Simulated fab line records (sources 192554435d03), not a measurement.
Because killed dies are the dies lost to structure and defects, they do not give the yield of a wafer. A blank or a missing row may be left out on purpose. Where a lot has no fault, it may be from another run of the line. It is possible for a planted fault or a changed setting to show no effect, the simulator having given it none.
fab line records	flow n5_finfet
record: lots: 6	wafers: 18	last_day: 17
route steps=1938 shown BEOL_M7@1310 PASSIVATION@1936
lots with no fault: from the same line, run without faults
start_h: hours from the record's opening day to when the first of the lot's shown wafers began	wait_h: time in hours since the lot's previous step	" unchanged from the row above	L1.1+2: a row that stands for several wafers	- no value, or no start given	* or withheld: withheld	< > ~ a bound
route shown NAME@n: NAME is a module with steps in the file, n the number in the route of the first one	usual: the fault-free wafers' mean and standard deviation	same: alike in all rows	chamber/n: place in a boat	sites: the reading at each site	_std_site: standard deviation of those values	_edge_site: mean of outer sites minus mean of inner sites	radius_mm: for every site, how far away it sits from the centre of the wafer	mask NAME#n: copy n	behind: the most recent tool/chamber to have shaped the wafer	hold: why the lot was held/for how many hours/how that ended	device: whichever transistor did not switch (one of n, p or np)	end of line: the same wafers' tests at the end of the route	a step without rows: its recipe alone	killed: dies lost to structure and defects at the first sort, not the wafer's yield	map: dies across one wafer; x = killed, . = not, _ = none there
set.NAME: setting as actually run; set.NAME@STEP: the setting as run at that earlier step	model.NAME: the simulator's own value behind a step, which no gauge read
certain route steps with their lots: each step a table, each wafer a row
services: a tool's chamber out of use, with start hour (start_h, from the record's first day; less than 0 if before it), hours out, and reason
== steps ==
step: N5_BEOL_M7_STRIP_80
recipe: chemistry: N2/H2	time_s: 10	power_w: 450	temp_c: 40	pressure_mtorr: 20	rf_frequency_hz: 6e+07	bias_power_w: 7	n2_flow_sccm: 200	h2_flow_sccm: 200
usual: drypump_motor_current_A: 5.6/0.46	oes_product_au: 0.78/0.093	rf_vpp_V: 59.1/0.82	showerhead_plenum_p_Torr: 2.54/0.083	throttle_valve_pct: 23.59/0.29
lot.wafer	tool	chamber	start_h	wait_h	drypump_motor_current_A	oes_product_au	rf_hours_counter_h	rf_vpp_V	showerhead_plenum_p_Torr	throttle_valve_pct
L207.3	rie_diel-02	1	-	-	5.4	0.86	42	58.7	2.58	23.45
L207.5	"	3	"	"	5.8	0.73	-	58.1	2.62	23.34
L207.6	"	2	"	"	5.2	0.76	-	58.0	2.53	23.90
L210.4	rie_diel-02	2	-	-	5.2	0.77	173	59.1	2.53	23.90
L210.5	"	1	"	"	5.4	0.87	-	59.2	2.58	23.46
L210.6	"	0	"	"	5.9	0.91	-	59.4	2.69	22.87
L213.1	rie_diel-02	1	-	-	5.4	0.85	53	58.2	2.58	23.46
L213.3	"	3	"	"	5.8	0.73	192	59.5	2.62	23.35
L213.4	"	2	"	"	5.2	0.76	180	57.8	2.53	23.92
L221.2	rie_diel-02	3	-	-	5.8	0.71	201	59.4	2.62	23.36
L221.4	"	0	"	"	5.9	0.87	-	59.4	2.68	22.89
L221.6	"	3	"	"	5.8	0.71	-	60.4	2.62	23.36
L223.4	rie_diel-05	1	-	-	5.0	0.68	249	59.2	2.60	23.60
L223.5	"	3	"	"	5.5	0.72	-	59.0	2.41	23.81
L223.6	"	0	"	"	6.5	0.93	-	59.0	2.49	23.65
L228.1	rie_diel-02	3	-	-	5.8	0.71	212	59.8	2.61	23.38
L228.2	"	1	"	"	5.4	0.83	70	58.6	2.57	23.48
L228.6	"	3	"	"	5.8	0.70	-	60.4	2.61	23.36
step: N5_BEOL_M7_OCD_MEAS_38
usual: trench_depth_nm: 93.4/1.5
lot.wafer	tool	chamber	start_h	wait_h	trench_depth_nm
L207.3	ocd-02	-	206.58	-	94.9
L207.5	"	-	"	"	92.8
L207.6	"	-	"	"	94.3
L210.4	ocd-02	-	216.21	-	93.3
L210.5	"	-	"	"	94.1
L210.6	"	-	"	"	92.8
L213.1	ocd-02	-	239.62	-	95.9
L213.3	"	-	"	"	94.4
L213.4	"	-	"	"	95.2
L221.2	ocd-02	-	302.66	-	91.8
L221.4	"	-	"	"	92.9
L221.6	"	-	"	"	93.0
L223.4	ocd-01	-	308.73	-	92.0
L223.5	"	-	"	"	94.3
L223.6	"	-	"	"	95.8
L228.1	ocd-01	-	332.85	-	92.8
L228.2	"	-	"	"	96.3
L228.6	"	-	"	"	93.9
step: N5_BEOL_M7_HM_STRIP_39
recipe: chemistry: peroxide_tin_strip	material: TiN	target_depth_a: 250	temp_c: 50	time_s: 158
step: N5_BEOL_M7_SRD_40
recipe: time_s: 30	temp_c: 23	rinse_liquid: diw	dry: ipa_marangoni
step: N5_BEOL_M7_PRECLEAN_42
recipe: chemistry: residue_remover	time_s: 60	temp_c: 40
step: N5_BEOL_M7_SRD_43
recipe: time_s: 30	temp_c: 23	rinse_liquid: diw	dry: ipa_marangoni
step: N5_BEOL_M7_CD_MEAS_35
recipe: target_cd_nm: 40	polarity: opening
usual: cd_nm: 40.3/0.5
lot.wafer	tool	chamber	start_h	wait_h	cd_nm
L207.3	cd_sem-03	-	206.73	0.0	40.2
L207.5	"	-	"	"	40.1
L207.6	"	-	"	"	40.4
L210.4	cd_sem-03	-	216.47	0.0	40.3
L210.5	"	-	"	"	39.6
L210.6	"	-	"	"	39.8
L213.1	cd_sem-03	-	239.78	0.0	40.6
L213.3	"	-	"	"	40.1
L213.4	"	-	"	"	40.0
L221.2	cd_sem-01	-	302.81	0.0	40.0
L221.4	"	-	"	"	39.4
L221.6	"	-	"	"	39.6
L223.4	cd_sem-02	-	308.98	0.0	40.4
L223.5	"	-	"	"	40.4
L223.6	"	-	"	"	40.8
L228.1	cd_sem-01	-	333.00	0.0	40.6
L228.2	"	-	"	"	41.5
L228.6	"	-	"	"	40.4
step: N5_BEOL_M7_CURE_75
recipe: temp_c: 370	time_s: 120	ambient: DMADMS/He	material: SiCOH_lowk
usual: lamp_power_pct: 52.31/0.055	wafer_temp_C_max: 371.8/0.6
lot.wafer	tool	chamber	start_h	wait_h	lamp_power_pct	wafer_temp_C_max
L207.3	uv_cure-01	0	207.09	0.4	52.27	371.6
L207.5	"	0	"	"	52.33	371.5
L207.6	"	0	"	"	52.34	371.2
L210.4	uv_cure-01	0	216.66	0.2	52.45	371.0
L210.5	"	0	"	"	52.35	371.6
L210.6	"	0	"	"	52.31	371.5
L213.1	uv_cure-01	0	239.82	0.0	52.27	371.1
L213.3	"	0	"	"	52.32	371.9
L213.4	"	0	"	"	52.22	372.3
L221.2	uv_cure-03	1	302.90	0.1	52.33	371.2
L221.4	"	1	"	"	52.34	370.9
L221.6	"	1	"	"	52.26	371.1
L223.4	uv_cure-01	1	309.16	0.2	52.32	371.0
L223.5	"	1	"	"	52.25	371.9
L223.6	"	1	"	"	52.28	372.2
L228.1	uv_cure-03	0	333.04	0.0	52.23	371.6
L228.2	"	0	"	"	52.39	371.9
L228.6	"	0	"	"	52.39	371.5
step: N5_BEOL_M7_DEGAS_44
recipe: ambient: vacuum	temp_c: 250	time_s: 60
usual: heater_power_w: 344/45
lot.wafer	tool	chamber	start_h	wait_h	heater_power_w
L207.3	pvd_sputter-03	-	207.33	0.2	310
L207.5	"	-	"	"	462
L207.6	"	-	"	"	359
L210.4	pvd_sputter-01	-	217.94	1.2	298
L210.5	"	-	"	"	302
L210.6	"	-	"	"	345
L213.1	pvd_sputter-01	-	240.44	0.5	295
L213.3	"	-	"	"	387
L213.4	"	-	"	"	352
L221.2	pvd_sputter-03	-	303.26	0.3	295
L221.4	"	-	"	"	467
L221.6	"	-	"	"	451
L223.4	pvd_sputter-03	-	309.88	0.7	317
L223.5	"	-	"	"	465
L223.6	"	-	"	"	294
L228.1	pvd_sputter-01	-	333.44	0.3	326
L228.2	"	-	"	"	379
L228.6	"	-	"	"	381
step: N5_BEOL_M7_PRE_CLEAN_45
recipe: gas: H2/He	time_s: 30	temp_c: 250
step: N5_BEOL_M7_ALD_77
recipe: material: TaN	target_thk_a: 20	temp_c: 275	ald_precursor_family: PDMAT	ald_co_reactant: NH3	pressure_torr: 3	carrier_flow_sccm: 1500	pulse_time_s: 2	purge_time_s: 3	co_reactant_purge_time_s: 2	co_reactant_pulse_time_s: 3	ald_cycles: 40	precursor_vessel_temp_c: 75	precursor_vessel_pressure_torr: 26.25	precursor_vessel_carrier_sccm: 1000
usual: heater_power_w: 428/37
same: co_reactant_purge_time_s: 2
lot.wafer	tool	chamber	start_h	wait_h	heater_power_w
L207.3	ald_metal-03	3	207.43	0.0	429
L207.5	"	1	"	"	427
L207.6	"	0	"	"	388
L210.4	ald_metal-03	3	218.22	0.2	412
L210.5	"	1	"	"	435
L210.6	"	2	"	"	442
L213.1	ald_metal-02	0	240.55	0.0	399
L213.3	"	3	"	"	376
L213.4	"	0	"	"	415
L221.2	ald_metal-03	3	303.36	0.0	418
L221.4	"	1	"	"	434
L221.6	"	0	"	"	388
L223.4	ald_metal-02	3	310.21	0.3	384
L223.5	"	3	"	"	378
L223.6	"	2	"	"	427
L228.1	ald_metal-03	3	333.54	0.0	423
L228.2	"	0	"	"	396
L228.6	"	3	"	"	425
step: N5_BEOL_M7_SURFACE_TREAT_79
recipe: gas: Ar	time_s: *	ion_energy_ev: *	ion_current_ma_cm2: 0.5	pressure_mtorr: *	ar_flow_sccm: 30
step: N5_BEOL_M7_CVD_78
recipe: material: Co	target_thk_a: 20	temp_c: withheld	precursor: CCTBA/H2	pressure_torr: 30	time_s: 142.3
usual: run_length_s: 165.1/0.41
lot.wafer	tool	chamber	start_h	wait_h	run_length_s
L207.3	cvd_co-01	0	207.80	0.1	165.3
L207.5	"	2	"	"	165.2
L207.6	"	1	"	"	164.7
L210.4	cvd_co-02	0	218.81	0.1	165.0
L210.5	"	1	"	"	164.9
L210.6	"	2	"	"	165.5
L213.1	cvd_co-01	2	240.98	0.1	165.3
L213.3	"	0	"	"	165.6
L213.4	"	1	"	"	165.0
L221.2	cvd_co-02	1	304.13	0.3	164.5
L221.4	"	2	"	"	105.1
L221.6	"	1	"	"	164.3
L223.4	cvd_co-02	0	310.61	0.1	104.6
L223.5	"	2	"	"	104.7
L223.6	"	1	"	"	164.8
L228.1	cvd_co-01	0	333.89	0.0	164.9
L228.2	"	2	"	"	165.6
L228.6	"	2	"	"	165.2
step: N5_BEOL_M7_SPUTTER_48
recipe: material: Cu	target_thk_a: 100	temp_c: -20	bias_v: 60	power_w: 26000	chamber_pressure_pa: 0.13	time_s: 1.667
usual: throttle_valve_pct: 30.0/0.98
lot.wafer	tool	chamber	start_h	wait_h	throttle_valve_pct
L207.3	pvd_sputter-02	-	207.92	0.1	28.8
L207.5	"	-	"	"	28.7
L207.6	"	-	"	"	30.8
L210.4	pvd_sputter-01	-	218.92	0.1	30.8
L210.5	"	-	"	"	30.5
L210.6	"	-	"	"	30.1
L213.1	pvd_sputter-01	-	241.10	0.1	30.7
L213.3	"	-	"	"	30.5
L213.4	"	-	"	"	30.1
L221.2	pvd_sputter-03	-	305.80	1.6	31.3
L221.4	"	-	"	"	28.6
L221.6	"	-	"	"	28.6
L223.4	pvd_sputter-01	-	310.71	0.0	30.4
L223.5	"	-	"	"	30.7
L223.6	"	-	"	"	30.2
L228.1	pvd_sputter-01	-	334.07	0.1	30.8
L228.2	"	-	"	"	29.8
L228.6	"	-	"	"	30.0
step: N5_PASSIVATION_PROBE_49
usual: defect_limited_yield: 91.5/1.4	killed_at_M0_to_M3: 33/10	killed_at_M4_up: 13/5	killed_at_contacts: 13/5.6	killed_at_front_end: 38/12	killed_at_other: 3.9/2.7	killed_dies: 100/16	killed_open: 66/13	killed_short: 32/7.2	sort_bin_5_function: 5.0/0.97	sort_bin_6_memory: 3.2/0.61	sort_n_pass: 1080/16	sort_yield_pct: 91.5/1.4
same: gross_dies: 1180	killed_at_back_side: 0	sort_bin_4_leakage[%]: 0	sort_bin_8_speed[%]: 0
lot.wafer	tool	chamber	start_h	wait_h	defect_limited_yield[%]	killed_at_M0_to_M3	killed_at_M4_up	killed_at_contacts	killed_at_front_end	killed_at_other	killed_dies	killed_open	killed_short	sort_bin_5_function[%]	sort_bin_6_memory[%]	sort_n_pass	sort_yield_pct[%]
L213.1	prober-01	-	314.34	0.3	92.0	28	13	14	33	6	94	54	38	4.6	3.1	1086	92.0
L213.3	prober-01	-	314.44	0.4	91.4	35	16	13	36	1	101	76	23	4.1	4.4	1079	91.4
L213.4	prober-01	-	314.49	0.5	90.1	31	14	22	49	1	117	77	36	5.5	4.2	1063	90.1
L223.5	prober-01	-	383.00	0.2	91.5	25	10	13	47	5	100	62	38	5.0	3.3	1080	91.5
killed by level:class
L213.1 MOL_CONTACT_COAG:geometric_particle:open=12 BEOL_M1:geometric_particle:short=12 STI_FIN_REVEAL:geometric_particle:open=9 FIN_SAQP:geometric_particle:short=8 BEOL_M8:geometric_particle:open=5 BEOL_M3:geometric_particle:open=4 FIN_SAQP:geometric_particle:open=3 STI_FIN_REVEAL:geometric_particle:short=3
L213.3 STI_FIN_REVEAL:geometric_particle:open=17 BEOL_M2:geometric_particle:open=13 MOL_CONTACT_COAG:geometric_particle:open=9 BEOL_M8:geometric_particle:open=7 BEOL_M0_SAQP:geometric_particle:open=7 BEOL_M0_SAQP:geometric_particle:short=6 FIN_SAQP:geometric_particle:open=5 MOL_CONTACT_COAG:geometric_particle:short=4
L213.4 STI_FIN_REVEAL:geometric_particle:open=26 MOL_CONTACT_COAG:geometric_particle:open=18 BEOL_M3:geometric_particle:open=11 STI_FIN_REVEAL:geometric_particle:short=9 FIN_SAQP:geometric_particle:open=5 BEOL_M1:geometric_particle:short=5 MOL_CONTACT_COAG:geometric_particle:short=4 BEOL_M5:geometric_particle:open=3
L223.5 STI_FIN_REVEAL:geometric_particle:open=13 MOL_CONTACT_COAG:geometric_particle:open=11 FIN_SAQP:geometric_particle:short=8 FIN_SAQP:geometric_particle:open=7 BEOL_M2:geometric_particle:open=6 BEOL_M0_SAQP:geometric_particle:short=6 BEOL_M1:geometric_particle:open=6 ILD0:geometric_particle:short=4
== services ==
tool	chamber	start_h	hours	kind
cvd_co-02	-	209.17	1.3	repair
rie_diel-05	0	215.24	3.8	repair
ald_metal-02	2	230.35	24.7	repair
rie_diel-05	0	241.21	-	clean
rie_diel-05	0	241.21	-	consumable_replace:focus_ring
rie_diel-05	0	241.21	16.2	scheduled_down
rie_diel-05	0	241.21	16.2	vent_cycle
uv_cure-03	-	241.21	7.5	pm
rie_diel-02	-	243.38	28.1	pm
cvd_co-01	-	247.06	14.6	pm
rie_diel-05	-	253.86	0.2	repair
ald_metal-03	-	255.55	1.3	repair
rie_diel-05	2	270.57	-	clean
rie_diel-05	2	270.57	-	consumable_replace:focus_ring
rie_diel-05	2	270.57	-	consumable_replace:showerhead
rie_diel-05	2	270.57	31.4	scheduled_down
uv_cure-01	-	271.31	6.6	repair
cvd_co-01	-	283.11	0.4	repair
uv_cure-01	-	287.85	6.0	pm
rie_diel-02	3	290.29	7.6	repair
ald_metal-02	1	295.06	7.0	repair
rie_diel-02	1	297.44	11.5	repair
ald_metal-02	-	299.34	2.8	pm
cvd_co-01	1	332.56	8.2	repair
== key ==
first_sign: step: N5_BEOL_M7_CVD_78	reading: run_length_s	direction: down	sigmas: 99+	usual: *	struck: *
effect none on later readings
met_at N5_BEOL_M7_CVD_78
struck_wafers L221.4,L223.4,L223.5
onset_between 218.81 304.13
fault: kind: process_parameter_drift	tool: cvd_co-02	chamber: -	onset_h: 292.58	steps: N5_BEOL_M7_CVD_78	channel: time_s	offset: *	shape: step	end_h: 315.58	scope: struck_wafers_only	acts_in: *	stated: *
